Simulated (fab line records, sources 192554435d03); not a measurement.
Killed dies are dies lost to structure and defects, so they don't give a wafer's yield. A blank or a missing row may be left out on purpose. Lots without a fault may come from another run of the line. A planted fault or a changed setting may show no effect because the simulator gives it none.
A struck lot beside a sound one | flow n5_finfet | 15 steps out of a route of 1938
Sound: wafers L984.2, L984.3, L984.4. Struck: wafers L989.1, L989.3, L989.5. The cause comes at the end.
At each step with rows: each side's tool, then ch and its chambers, then its first start. Under that, the readings that differ: sound wafers | struck wafers | difference of the means | sigmas: that difference in standard deviations of wafers without a fault.
alike: readings whose means differ by less than 2 such deviations, and words and numbers that are the same on both sides. not compared: withheld readings, readings that some wafer has no value for, bounds like >300 that may hide the same value, and numbers for which the record gives no deviation and whose values overlap.
The two part at a step that has a row with sigmas, a row that says differs or no value, or rows on one side only. Numbers that don't overlap but have no deviation are shown without sigmas and don't part them. A reading that every wafer of one side lacks parts them only if that side has two wafers or more.

N5_BEOL_M7_TRENCH_ETCH_37: etches SiCOH lowk in C4F6/O2, target depth 93.478 nm, time 31.2 s.
  sound on rie_diel-01 ch 0,1,2; struck on rie_diel-01 ch 2,3
  reading               | sound          | struck         | difference | sigmas
  oes_product_au (a.u.) | 0.72 0.78 0.70 | 0.99 0.70 0.98 | +0.16      | +2
  alike: chamber_pressure_mTorr, drypump_motor_current_A, rf_fwd_power_W, rf_vpp_V, showerhead_plenum_p_Torr, throttle_valve_pct
  not compared: rf_hours_counter_h
N5_BEOL_M7_ETCH_41: etches SiCN in CH3F/O2, target depth 31.9 nm, time 57.8 s.
  sound on rie_diel-01 ch 0,1,2; struck on rie_diel-01 ch 2,3
  reading               | sound          | struck         | difference | sigmas
  oes_product_au (a.u.) | 0.71 0.76 0.69 | 0.99 0.70 0.98 | +0.17      | +3
  alike: chamber_pressure_mTorr, drypump_motor_current_A, rf_fwd_power_W, rf_vpp_V, showerhead_plenum_p_Torr, throttle_valve_pct
  not compared: rf_hours_counter_h
then, 1 step without rows for these wafers: N5_BEOL_M7_STRIP_80 (strips in N2/H2, time 10 s).
N5_BEOL_M7_OCD_MEAS_38:
  sound on ocd-01, day 11 00:52; struck on ocd-01, day 12 15:33
  alike: trench_depth_nm
then, 4 steps without rows for these wafers: N5_BEOL_M7_HM_STRIP_39 (strips TiN in peroxide tin strip, target depth 25 nm, time 158 s); N5_BEOL_M7_SRD_40 (time 30 s); N5_BEOL_M7_PRECLEAN_42 (cleans in residue remover, time 60 s); N5_BEOL_M7_SRD_43 (time 30 s).
N5_BEOL_M7_CD_MEAS_35: target cd 40 nm.
  sound on cd_sem-03, day 11 01:01; struck on cd_sem-02, day 12 15:43
  alike: cd_nm
then, 1 step without rows for these wafers: N5_BEOL_M7_CURE_75 (cures SiCOH lowk, time 120 s).
N5_BEOL_M7_DEGAS_44: time 60 s.
  sound on pvd_sputter-01, day 11 01:24; struck on pvd_sputter-03, day 12 16:40
  alike: heater_power_w
N5_BEOL_M7_PRE_CLEAN_45: time 30 s.
  sound on pvd_sputter-01, day 11 01:26; struck on pvd_sputter-03, day 12 16:42
  alike: heater_power_w
N5_BEOL_M7_ALD_77: deposits TaN, target thk 2 nm, pulse time 2 s, purge time 3 s.
  sound on ald_metal-04 ch 0,2,3, day 11 01:32; struck on ald_metal-04 ch 0,2,3, day 12 16:47
  reading    | sound    | struck   | difference | sigmas
  ald_cycles | 40 40 40 | 42 42 42 | +2         |
  alike: heater_power_w, precursor_vessel_carrier_sccm
N5_BEOL_M7_SURFACE_TREAT_79:
  sound on pvd_sputter-01, day 11 01:59; struck on pvd_sputter-03, day 12 17:06
  not compared: pressure_mtorr, throttle_valve_pct
-- the record jumps here: 3 days lie between the struck wafers' starts before and after (it left off in module BEOL_M7 and takes up again in module PASSIVATION, whose first step shown is number 1936 of the route) --
N5_PASSIVATION_PROBE_49:
  sound on prober-01, day 14 07:24; struck on prober-01, day 15 15:24
  alike: defect_limited_yield, killed_at_M0_to_M3, killed_at_M4_up, killed_at_contacts, killed_at_front_end, killed_at_other, killed_dies, killed_open, killed_short, sort_bin_5_function, sort_bin_6_memory, sort_n_pass, sort_yield_pct

WHERE THEY PART
First at N5_BEOL_M7_TRENCH_ETCH_37; last, within this record, at N5_BEOL_M7_ETCH_41. Later steps at which nothing parts them and some readings are alike: N5_BEOL_M7_OCD_MEAS_38, N5_BEOL_M7_CD_MEAS_35, N5_BEOL_M7_DEGAS_44, N5_BEOL_M7_PRE_CLEAN_45, N5_BEOL_M7_ALD_77, N5_PASSIVATION_PROBE_49.

WHY: what the simulator had put in
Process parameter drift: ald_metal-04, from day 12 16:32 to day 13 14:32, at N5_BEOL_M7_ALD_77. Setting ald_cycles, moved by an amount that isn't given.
